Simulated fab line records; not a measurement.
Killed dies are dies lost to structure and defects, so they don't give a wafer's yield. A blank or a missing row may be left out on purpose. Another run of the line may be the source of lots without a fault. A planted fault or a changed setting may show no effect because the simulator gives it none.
A single fault, viewed from 2 desks || flow nandHarc || only its own numbers are on each desk; what lay behind them is given at the end

== TOOL OWNER'S DESK, rieDiel-07 ==
The tool's own readings at NHARC_A_CHANNEL_HOLE_D2_ETCH_34 (etches the open film in CF4/CHF3, target depth 154 nm, time 77 s): means of the sampled wafers that have a number, for each lot that ran on this tool. If a lot's mean is further than 4 standard deviations from the usual mean, the lot is out of limits and carries the mark OUT (the distance appears in the brackets).
Columns: A = drypumpMotorCurrentA at NHARC_A_CHANNEL_HOLE_D2_ETCH_34, usual 5.7 A; B = oesProductAu at NHARC_A_CHANNEL_HOLE_D2_ETCH_34, usual 0.956 a.u.; C = rfVppV at NHARC_A_CHANNEL_HOLE_D2_ETCH_34, usual 371.4 V; D = showerheadPlenumPTorr at NHARC_A_CHANNEL_HOLE_D2_ETCH_34, usual 1.59 Torr; E = throttleValvePct at NHARC_A_CHANNEL_HOLE_D2_ETCH_34, usual 16.803 %
{"lot": "L500", "first seen here": "day 14 05:56", "A": 6.3, "B": 0.956, "C": 370.2, "D": 1.55, "E": 16.812}
{"lot": "L502", "first seen here": "day 15 08:08", "A": 5.9, "B": 0.960, "C": 371.3, "D": 1.60, "E": 16.800}
{"lot": "L505", "first seen here": "day 16 12:33", "A": 6.0, "B": 0.957, "C": 370.1, "D": 1.57, "E": 16.808}
{"lot": "L507", "first seen here": "day 18 01:59", "A": 6.1, "B": 0.925, "C": 370.5, "D": 1.56, "E": 16.800}
{"lot": "L510", "first seen here": "day 19 05:35", "A": 5.3, "B": 0.963, "C": 374.0, "D": 1.66, "E": 16.807}
{"lot": "L518", "first seen here": "day 22 11:59", "A": 6.0, "B": 0.961, "C": 372.2, "D": 1.58, "E": 16.802}
This desk's finding: nothing out of limits on any of the 6 lots.

== THE DEFECT DESK ==
For each lot, the counts of the inspections along the route, averaged over the sampled wafers that have a number. If a lot's mean is further than 4 standard deviations from the usual mean, the lot is out of limits and carries the mark OUT (the distance appears in the brackets).
Columns: A = rawDefectCount at NHARC_A_CHANNEL_HOLE_D2_INSPECT_40, usual 261
{"lot": "L499", "first seen here": "day 14 11:47", "A": 335}
{"lot": "L500", "first seen here": "day 14 13:59", "A": 342}
{"lot": "L502", "first seen here": "day 15 16:02", "A": 263}
{"lot": "L504", "first seen here": "day 16 17:10", "A": 243}
{"lot": "L505", "first seen here": "day 16 21:18", "A": 233}
{"lot": "L507", "first seen here": "day 18 08:26", "A": 242}
{"lot": "L506", "first seen here": "day 18 12:32", "A": 357}
{"lot": "L510", "first seen here": "day 19 13:24", "A": "700 (+6.1) OUT"}
{"lot": "L514", "first seen here": "day 21 07:08", "A": 248}
{"lot": "L518", "first seen here": "day 22 18:28", "A": 198}
{"lot": "L519", "first seen here": "day 23 08:05", "A": 149}
This desk's verdict: out of limits on L510, starting with L510 at day 19 13:24 (rawDefectCount at NHARC_A_CHANNEL_HOLE_D2_INSPECT_40). Within limits: L499, L500, L502, L504, L505, L507, L506, L514, L518, L519.

== BROUGHT TOGETHER ==
The defect desk could have raised an alarm at day 19 13:24, on L510.
The desk of the tool owner found nothing out of limits.
The tool owner's desk has L510 on record, within its limits.
On rieDiel-07, each named lot ran NHARC_A_CHANNEL_HOLE_D2_ETCH_34.

== WHAT THE SIMULATOR HAD INSERTED ==
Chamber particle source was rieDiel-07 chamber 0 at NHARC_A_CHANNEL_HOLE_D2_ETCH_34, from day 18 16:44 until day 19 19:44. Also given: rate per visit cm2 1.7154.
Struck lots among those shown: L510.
Hours from the fault's start to each desk's first reading out of limits: the defect desk, 21.
